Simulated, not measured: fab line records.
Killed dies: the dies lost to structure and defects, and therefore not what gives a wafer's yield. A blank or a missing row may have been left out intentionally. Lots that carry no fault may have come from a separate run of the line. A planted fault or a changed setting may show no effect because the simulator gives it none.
Lot-split experiment	flow n5Finfet	on a route of 1938 steps: 7 lots, 21 wafers read

== ABOUT THE SPLIT ==
At N5_FIN_CUT_EXPOSE_05 (exposes mask FIN CUT), the setting doseMj was moved away from the recipe's 45.75 on 5 of the 21 wafers read, by -6.1% to +2.7%. All remaining wafers had this setting at the recipe value.

== FROM THE SPLIT TO THE READING: what the file shows between them, 4 steps ==
- N5_FIN_CUT_PEB_06: peb time 60 s
- N5_FIN_CUT_DEVELOP_07: develop time 30 s
- N5_FIN_CUT_DESCUM_13: chemistry O2, time 7 s
- N5_FIN_CUT_ETCH_30: etches underlayer in N2/H2, target depth 13 nm, time 10.4 s

== THE READING ==
FIN_CUT.cdOffsetNm (the simulator's own value, which no gauge read), in nm, at N5_FIN_CUT_ETCH_20 (etches SiARC in CF4, target depth 26 nm, time 43.3 s). No usual value for it is given in the file. Across the 16 wafers here that went through the recipe, the average is 0.1 nm and the standard deviation 0.21 nm.

wafer	tool, chamber at the split	doseMj as run	against the recipe	FIN_CUT.cdOffsetNm, nm	against lot-mates on the recipe
L076.1	euvScanner-01, 0	44.46	-2.8%	-0.2	-0.2
L076.2	euvScanner-01, 0	44.46	-2.8%	-0.8	-0.8
L076.3	euvScanner-01, 0	45.75	recipe	0	-
L080.1	euvScanner-02, 0	45.75	recipe	0.2	-
L080.4	euvScanner-02, 0	46.98	+2.7%	0.6	+0.5
L080.5	euvScanner-02, 0	45.75	recipe	0	-
L083.2	euvScanner-02, 0	45.75	recipe	0.2	-
L083.3	euvScanner-02, 0	45.75	recipe	0.4	-
L083.4	euvScanner-02, 0	45.75	recipe	0.4	-
L084.3	euvScanner-02, 0	45.75	recipe	-0.2	-
L084.4	euvScanner-02, 0	45.75	recipe	-0.2	-
L084.6	euvScanner-02, 0	44.84	-2.0%	-0.6	-0.4
L085.3	euvScanner-01, 0	45.75	recipe	-0.2	-
L085.4	euvScanner-01, 0	45.75	recipe	-0.2	-
L085.6	euvScanner-01, 0	42.98	-6.1%	-1.2	-1.0
L090.1	euvScanner-01, 0	45.75	recipe	0.2	-
L090.4	euvScanner-01, 0	45.75	recipe	0.2	-
L090.3	euvScanner-01, 0	45.75	recipe	0	-
L093.1	euvScanner-02, 0	45.75	recipe	0	-
L093.3	euvScanner-02, 0	45.75	recipe	0.2	-
L093.5	euvScanner-02, 0	45.75	recipe	-0.2	-

FIT RESULTS
A straight line over all 21 wafers: FIN_CUT.cdOffsetNm changes by +0.21 nm for each +1% of doseMj; r = +0.86; the points scatter about the line by 0.22 nm.
The same after taking each lot's own level away (the mean of its wafers on the recipe; 21 wafers): +0.173 nm for each +1%; r = +0.91; scatter 0.13 nm.
Per that fit: largest doseMj move, reading shift of 1 nm.
Across the lots, their own levels run from -0.20 to 0.33 nm, a range of 2.6 times the standard deviation given above.
Thus the slope moves with the lot-to-lot level: the two fits are different.
Check: for one of the wafers moved furthest among these (-6.1%), held out of the fit, the line's prediction against its lot-mates is -1.11 nm. It came out at -1 nm against them.

== OTHER SPLITS APPLIED TO THESE WAFERS ==
Other splits were also applied to these wafers ahead of the reading. Each is held against what the fit with the lots' levels taken away leaves over:
other split on the same wafers	wafers away from the commonest value	r with FIN_CUT.cdOffsetNm (lot level and that fit taken away)
N5_WELL_APT_EXPOSE_05 doseMj	4	+0.08
N5_WELL_APT_DESCUM_13 timeS	9	+0.01
N5_FIN_SAQP_HM_DEP_03 timeS	5	+0.30
N5_FIN_SAQP_EXPOSE_13 doseMj	11	-0.05

== THE WHOLE CHAIN: every reading that the file lists as answering this split, in the file's order ==
step	what it does	reading	change (the file's fit)	r (the file's)
N5_FIN_CUT_ETCH_30	etches underlayer in N2/H2, target depth 13 nm, time 10.4 s	FIN_CUT.cdOffsetNm (the simulator's own value, which no gauge read)	+0.181 nm for each +1% of the setting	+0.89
N5_FIN_CUT_ETCH_20	etches SiARC in CF4, target depth 26 nm, time 43.3 s	FIN_CUT.cdOffsetNm (the simulator's own value, which no gauge read)	+0.172 nm for each +1% of the setting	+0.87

== FILE'S OWN FIT ==
FIN_CUT.cdOffsetNm changes by +0.172 nm for each +1% of doseMj, r = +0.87.
